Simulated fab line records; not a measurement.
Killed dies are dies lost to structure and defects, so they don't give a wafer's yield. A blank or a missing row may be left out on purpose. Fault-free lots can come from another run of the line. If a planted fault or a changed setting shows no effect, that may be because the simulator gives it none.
Matching of chambers || flow n5-finfet || N5_ILD0_ALD_15 on ald-sin-04 has 4 sister chambers
The step deposits SiNx, target thk 24 nm, pulse time 1 s, ald cycles 480. 8 wafers are shown with their chamber, then 9 later ones without.

WAFERS PAIRED WITH THEIR CHAMBERS
{"wafer": "L086.2", "chamber": 3, "heater-power-w (W)": 789, "precursor-pulse-height-rel": 0.968}
{"wafer": "L086.5", "chamber": 2, "heater-power-w (W)": 872, "precursor-pulse-height-rel": 0.998}
{"wafer": "L089.1", "chamber": 1, "heater-power-w (W)": 778, "precursor-pulse-height-rel": 0.998}
{"wafer": "L089.2", "chamber": 0, "heater-power-w (W)": 855, "precursor-pulse-height-rel": 0.985}
{"wafer": "L089.4", "chamber": 2, "heater-power-w (W)": 837, "precursor-pulse-height-rel": 0.998}
{"wafer": "L090.1", "chamber": 0, "heater-power-w (W)": 840, "precursor-pulse-height-rel": 1.006}
{"wafer": "L090.4", "chamber": 3, "heater-power-w (W)": 766, "precursor-pulse-height-rel": 1.015}
{"wafer": "L090.6", "chamber": 1, "heater-power-w (W)": 754, "precursor-pulse-height-rel": 1.035}

WAFERS WHOSE CHAMBER IS MISSING
{"wafer": "L092.2", "heater-power-w (W)": 857, "precursor-pulse-height-rel": 0.996}
{"wafer": "L092.3", "heater-power-w (W)": 783, "precursor-pulse-height-rel": 0.992}
{"wafer": "L092.5", "heater-power-w (W)": 842, "precursor-pulse-height-rel": 1.028}
{"wafer": "L097.1", "heater-power-w (W)": 831, "precursor-pulse-height-rel": 1.004}
{"wafer": "L097.2", "heater-power-w (W)": 784, "precursor-pulse-height-rel": 1.010}
{"wafer": "L097.3", "heater-power-w (W)": 772, "precursor-pulse-height-rel": 0.957}
{"wafer": "L097.4", "heater-power-w (W)": 877, "precursor-pulse-height-rel": 0.983}
{"wafer": "L097.5", "heater-power-w (W)": 766, "precursor-pulse-height-rel": 1.013}
{"wafer": "L097.6", "heater-power-w (W)": 856, "precursor-pulse-height-rel": 1.003}

WHICH CHAMBER EACH WENT THROUGH
{"wafer": "L092.2", "from the rows above": "can't be placed: 2 or 0", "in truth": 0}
{"wafer": "L092.3", "from the rows above": "can't be placed: 3 or 1", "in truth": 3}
{"wafer": "L092.5", "from the rows above": "can't be placed: 0 or 2", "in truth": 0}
{"wafer": "L097.1", "from the rows above": "can't be placed: 0 or 2", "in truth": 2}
{"wafer": "L097.2", "from the rows above": "can't be placed: 3 or 1", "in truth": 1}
{"wafer": "L097.3", "from the rows above": "can't be placed: 3 or 1", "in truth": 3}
{"wafer": "L097.4", "from the rows above": "can't be placed: 2 or 0", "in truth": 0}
{"wafer": "L097.5", "from the rows above": "can't be placed: 1 or 3", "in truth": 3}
{"wafer": "L097.6", "from the rows above": "can't be placed: 2 or 0", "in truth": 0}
Correctly placed: 0 of 9. Can't be placed from these rows: 9 (the true chamber is among the candidates in 9). Placed wrongly: 0.
How it was worked out, from the rows above alone: a wafer's distance from a chamber is the root of the sum, over the readings, of the square of ((its reading less the chamber's mean) divided by the reading's scatter). If the next closest chamber is less than 2 further off than the closest, the wafer can't be placed; otherwise it belongs to the closest. A chamber's mean is the mean of its shown wafers. The scatter: take each reading less its chamber's mean, square it, sum over the shown wafers, divide by the number of wafers less the number of chambers, and take the root.
